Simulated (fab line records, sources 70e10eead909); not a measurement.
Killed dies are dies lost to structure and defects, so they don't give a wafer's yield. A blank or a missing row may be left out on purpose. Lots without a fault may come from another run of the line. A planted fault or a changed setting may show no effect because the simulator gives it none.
Which tool did it? | flow nand_harc | 14 lots, 42 wafers sampled, at 4 steps of a route of 1302

WHAT THE GAUGES READ, wafer by wafer
The record holds no reading of a measuring or inspecting step that can be judged against a usual standard deviation.

WHICH TOOL RAN EACH LOT (tool, then ch and the chambers of the sampled wafers, then the start)
lot  | NHARC_A_STAIRCASE_DESCUM_270       | NHARC_A_STAIRCASE_HM_OPEN_460                 | NHARC_A_STAIRCASE_DEP_301       | NHARC_A_STAIRCASE_PEB_308
L735 | rie_diel-02 ch 0,1,2, day 17 01:26 | rie_diel-06 ch 1,2,3, day 17 14:15 or earlier | pecvd-01 ch 0,1,2, day 17 14:15 | litho_track-05 ch 0, day 17 14:53
L734 | rie_diel-06 ch 1,2, day 17 13:23   | rie_diel-04 ch 0,1, day 18 04:48 or earlier   | pecvd-04 ch 0,1,2, day 18 04:48 | litho_track-07 ch 0, day 18 05:23
L737 | rie_diel-06 ch 0,1,2, day 17 15:56 | rie_diel-06 ch 0,2,3, day 18 05:28 or earlier | pecvd-01 ch 0,2, day 18 05:28   | litho_track-05 ch 0, day 18 06:06
L745 | rie_diel-04 ch 0,1,2, day 20 23:17 | rie_diel-02 ch 0,1,2, day 21 13:14 or earlier | pecvd-04 ch 0,1,2, day 21 13:14 | litho_track-05, day 21 13:55
L746 | rie_diel-02 ch 1,2, day 21 00:23   | rie_diel-02 ch 0,1, day 21 14:37 or earlier   | pecvd-02 ch 1,2, day 21 14:37   | litho_track-03, day 21 15:14
L747 | rie_diel-04 ch 0,2,3, day 22 11:35 | rie_diel-02 ch 1,2,3, day 23 03:11 or earlier | pecvd-02 ch 1,2, day 23 03:11   | litho_track-07 ch 0, day 23 03:50
L748 | rie_diel-04 ch 0,1,3, day 22 13:17 | rie_diel-02 ch 0,2,3, day 23 05:59 or earlier | pecvd-01 ch 0,1,2, day 23 05:59 | litho_track-03 ch 0, day 23 06:40
L750 | rie_diel-04 ch 1,2,3, day 23 02:03 | rie_diel-02 ch 0,1,3, day 23 15:34 or earlier | pecvd-01 ch 1,2, day 23 15:34   | litho_track-05 ch 0, day 23 16:13
L751 | rie_diel-04 ch 0,1,2, day 24 07:53 | rie_diel-06 ch 2,3, day 24 19:20 or earlier   | pecvd-04 ch 0,1, day 24 19:20   | litho_track-07 ch 0, day 24 19:57
L753 | rie_diel-04 ch 0,1,2, day 24 11:22 | rie_diel-04 ch 2,3, day 24 21:53 or earlier   | pecvd-01 ch 0,1,2, day 24 21:53 | litho_track-03 ch 0, day 24 22:23
L752 | rie_diel-02 ch 0,1,3, day 24 12:29 | rie_diel-06 ch 1,2,3, day 24 23:48 or earlier | pecvd-04 ch 0,1, day 24 23:48   | litho_track-05 ch 0, day 25 00:28
L754 | rie_diel-04 ch 0,2,3, day 24 14:25 | rie_diel-06 ch 1,2,3, day 25 01:39 or earlier | pecvd-01 ch 1,2, day 25 01:39   | litho_track-07 ch 0, day 25 02:17
L755 | rie_diel-04 ch 1,2, day 25 04:27   | rie_diel-06 ch 0,1,2, day 25 19:48 or earlier | pecvd-01 ch 0,1,2, day 25 19:48 | litho_track-05 ch 0, day 25 20:23
L757 | rie_diel-02 ch 0,2,3, day 26 03:57 | rie_diel-04 ch 0,1,3, day 27 03:39 or earlier | pecvd-04 ch 1,2, day 27 03:39   | litho_track-05 ch 0, day 27 04:18
- NHARC_A_STAIRCASE_DESCUM_270: chemistry O2, time 3 s.
- NHARC_A_STAIRCASE_HM_OPEN_460: chemistry O2/COS.
- NHARC_A_STAIRCASE_DEP_301: deposits SiON, target thk 30 nm.
- NHARC_A_STAIRCASE_PEB_308: peb time 130 s.

WHAT THE TOOLS THEMSELVES READ (means of the sampled wafers that have a number; where no wafer has one, the mark that the record gives instead)
NHARC_A_STAIRCASE_DESCUM_270. Usual: drypump_motor_current_A 5.95 A, standard deviation 0.22; oes_product_au 0.999 a.u., standard deviation 0.0097; rf_vpp_V 57.4 V, standard deviation 0.92; showerhead_plenum_p_Torr 1.85 Torr, standard deviation 0.087; throttle_valve_pct 11.310 %, standard deviation 0.0094.
lot  | tool        | drypump_motor_current_A (A) | oes_product_au (a.u.) | rf_vpp_V (V) | showerhead_plenum_p_Torr (Torr) | throttle_valve_pct (%) | flag
L735 | rie_diel-02 | 5.94                        | 0.999                 | 57.9         | 1.85                            | 11.301                 |
L734 | rie_diel-06 | 6.09                        | 1.003                 | 57.6         | 1.93                            | 11.310                 |
L737 | rie_diel-06 | 5.81                        | 1.002                 | 58.6         | 1.91                            | 11.311                 |
L745 | rie_diel-04 | 5.90                        | 0.997                 | 56.8         | 1.81                            | 11.320                 |
L746 | rie_diel-02 | 5.90                        | 1.008                 | 57.5         | 1.85                            | 11.313                 |
L747 | rie_diel-04 | 5.96                        | 0.988                 | 57.5         | 1.79                            | 11.311                 |
L748 | rie_diel-04 | 5.90                        | 1.005                 | 56.9         | 1.79                            | 11.312                 |
L750 | rie_diel-04 | 6.06                        | 0.995                 | 57.9         | 1.80                            | 11.327                 |
L751 | rie_diel-04 | 5.89                        | 1.010                 | 57.1         | 1.80                            | 11.312                 |
L753 | rie_diel-04 | 5.91                        | 1.003                 | 57.2         | 1.80                            | 11.308                 |
L752 | rie_diel-02 | 5.94                        | 0.995                 | 56.4         | 1.79                            | 11.312                 |
L754 | rie_diel-04 | 5.95                        | 1.002                 | 56.8         | 1.88                            | 11.316                 |
L755 | rie_diel-04 | 6.02                        | 1.005                 | 57.2         | 1.81                            | 11.312                 |
L757 | rie_diel-02 | 6.06                        | 0.995                 | 56.9         | 1.82                            | 11.305                 |

NHARC_A_STAIRCASE_HM_OPEN_460. Usual: bias_w 300.0 W, standard deviation 0.84; drypump_motor_current_A 5.92 A, standard deviation 0.27; oes_product_au 1.001 a.u., standard deviation 0.0097; rf_vpp_V 466 V, standard deviation 3.2; showerhead_plenum_p_Torr 3.06 Torr, standard deviation 0.15; throttle_valve_pct 28.330 %, standard deviation 0.0088.
lot  | tool        | bias_w (W) | drypump_motor_current_A (A) | oes_product_au (a.u.) | rf_vpp_V (V) | showerhead_plenum_p_Torr (Torr) | throttle_valve_pct (%) | flag
L735 | rie_diel-06 | 299.5      | 6.01                        | 1.003                 | 469          | 3.20                            | 28.329                 |
L734 | rie_diel-04 | 300.2      | 5.75                        | 0.996                 | 463          | 2.96                            | 28.328                 |
L737 | rie_diel-06 | 299.6      | 5.73                        | 0.991                 | 468          | 3.16                            | 28.322                 |
L745 | rie_diel-02 | 300.2      | 5.96                        | 0.993                 | 465          | 3.01                            | 28.333                 |
L746 | rie_diel-02 | 301.5      | 5.90                        | 1.006                 | 462          | 2.95                            | 28.325                 |
L747 | rie_diel-02 | 300.5      | 6.02                        | 1.000                 | 465          | 3.01                            | 28.334                 |
L748 | rie_diel-02 | 299.5      | 6.05                        | 1.002                 | 465          | 2.99                            | 28.333                 |
L750 | rie_diel-02 | 299.1      | 5.94                        | 1.007                 | 463          | 2.94                            | 28.336                 |
L751 | rie_diel-06 | 299.5      | 5.92                        | 1.004                 | 468          | 3.22                            | 28.329                 |
L753 | rie_diel-04 | 300.3      | 6.11                        | 1.005                 | 469          | 3.23                            | 28.319                 |
L752 | rie_diel-06 | 299.4      | 6.01                        | 1.003                 | 468          | 3.17                            | 28.325                 |
L754 | rie_diel-06 | 300.1      | 6.01                        | 1.010                 | 468          | 3.17                            | 28.331                 |
L755 | rie_diel-06 | 300.0      | 5.80                        | 0.997                 | 467          | 3.09                            | 28.319                 |
L757 | rie_diel-04 | 299.8      | 5.90                        | 1.007                 | 466          | 3.08                            | 28.324                 |

NHARC_A_STAIRCASE_DEP_301. Usual: heater_power_w 774 W, standard deviation 92.
lot  | tool     | heater_power_w (W) | flag
L735 | pecvd-01 | 801                |
L734 | pecvd-04 | 816                |
L737 | pecvd-01 | 782                |
L745 | pecvd-04 | 731                |
L746 | pecvd-02 | 725                |
L747 | pecvd-02 | 826                |
L748 | pecvd-01 | 796                |
L750 | pecvd-01 | 822                |
L751 | pecvd-04 | 676                |
L753 | pecvd-01 | 782                |
L752 | pecvd-04 | 693                |
L754 | pecvd-01 | 830                |
L755 | pecvd-01 | 799                |
L757 | pecvd-04 | 794                |

NHARC_A_STAIRCASE_PEB_308. Usual: chill_plate_temp_C 22.98 C, standard deviation 0.1; exhaust_pa 44.8 Pa, standard deviation 0.96.
lot  | tool           | chill_plate_temp_C (C) | exhaust_pa (Pa) | flag
L735 | litho_track-05 | 22.89                  | 45.6            |
L734 | litho_track-07 | 23.05                  | 44.5            |
L737 | litho_track-05 | 23.09                  | 45.4            |
L745 | litho_track-05 | -                      | -               | OFF
L746 | litho_track-03 | -                      | -               | OFF
L747 | litho_track-07 | 22.82                  | 44.8            |
L748 | litho_track-03 | 22.95                  | 43.9            |
L750 | litho_track-05 | 22.86                  | 45.4            |
L751 | litho_track-07 | 22.91                  | 44.0            |
L753 | litho_track-03 | 23.04                  | 44.4            |
L752 | litho_track-05 | 23.00                  | 44.7            |
L754 | litho_track-07 | 22.89                  | 44.7            |
L755 | litho_track-05 | 22.90                  | 43.5            |
L757 | litho_track-05 | 23.10                  | 45.3            |

THE ANSWER, worked out from the rows above alone
Rule: a lot is off if the mean of its wafers that have a number lies more than 3 standard deviations from the usual mean. A lot without any number at a reading at which 4 lots or more have one is off too. The other lots that the step has rows for count as sound. The gauges are gone through in route order, then the tools' own readings, and for those a lot's mean is taken as printed above. The first step at which some lot is off is used, and at that step the reading that is off furthest; a lot without a number counts as furthest.
Off: L745, L746, at NHARC_A_STAIRCASE_PEB_308 (chill_plate_temp_C). Without a number there: L745, L746.
A tool fits if, at that step or a process step before it, it ran every lot that is off, and no sound lot after the first of them. NHARC_A_STAIRCASE_HM_OPEN_460 gives no start for some lots, so the hours and the order of its lots are those of NHARC_A_STAIRCASE_DEP_301. None of those tried fits.

WHAT THE SIMULATOR HAD PUT IN
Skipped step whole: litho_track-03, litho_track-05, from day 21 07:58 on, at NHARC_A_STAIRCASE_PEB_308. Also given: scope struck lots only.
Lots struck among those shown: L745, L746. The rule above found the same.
